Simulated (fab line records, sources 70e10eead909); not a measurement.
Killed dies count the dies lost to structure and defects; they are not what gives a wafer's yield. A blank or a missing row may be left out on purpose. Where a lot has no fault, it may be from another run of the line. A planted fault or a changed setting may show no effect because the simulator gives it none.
Chamber matching | flow nand harc | 3 sister chambers for NHARC_P_M0_PRE_CLEAN_31 on pecvd-01
The step time 12 s. 3 wafers are shown with their chamber, then 10 later ones without.

== WAFERS WITH THEIR CHAMBER ==
wafer  | chamber | heater power w (W)
L085.4 | 0       | 683
L094.4 | 1       | 833
L094.5 | 2       | 588

== WAFERS WITHOUT THEIR CHAMBER ==
wafer  | heater power w (W)
L094.6 | 744
L095.2 | 690
L095.4 | 581
L095.5 | 845
L096.1 | 492
L096.4 | 648
L096.5 | 733
L097.1 | 800
L097.3 | 532
L097.5 | 656

== WHICH CHAMBER EACH ONE RAN IN ==
wafer  | from the rows above     | in truth
L094.6 | can't be placed: 0 or 1 | 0
L095.2 | 0                       | 0
L095.4 | 2                       | 2
L095.5 | 1                       | 1
L096.1 | 2                       | 2
L096.4 | can't be placed: 0 or 2 | 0
L096.5 | can't be placed: 0 or 1 | 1
L097.1 | can't be placed: 1 or 0 | 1
L097.3 | 2                       | 2
L097.5 | can't be placed: 0 or 2 | 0
5 of 10 placed correctly. Not placeable from these rows: 5 (in 5, the candidates include the true chamber). Number placed wrongly: 0.
How it was worked out, from the rows above alone: a wafer's distance from a chamber is the root of the sum, over the readings, of the square of ((its reading less the chamber's mean) divided by the reading's scatter). If the next closest chamber is less than 2 further off than the closest, the wafer can't be placed; otherwise it belongs to the closest. For every chamber, the mean is computed from those of its wafers that are shown. The scatter (one wafer shown for each chamber): square how far every hidden wafer sits from the nearest shown wafer, average those squares and take the square root.
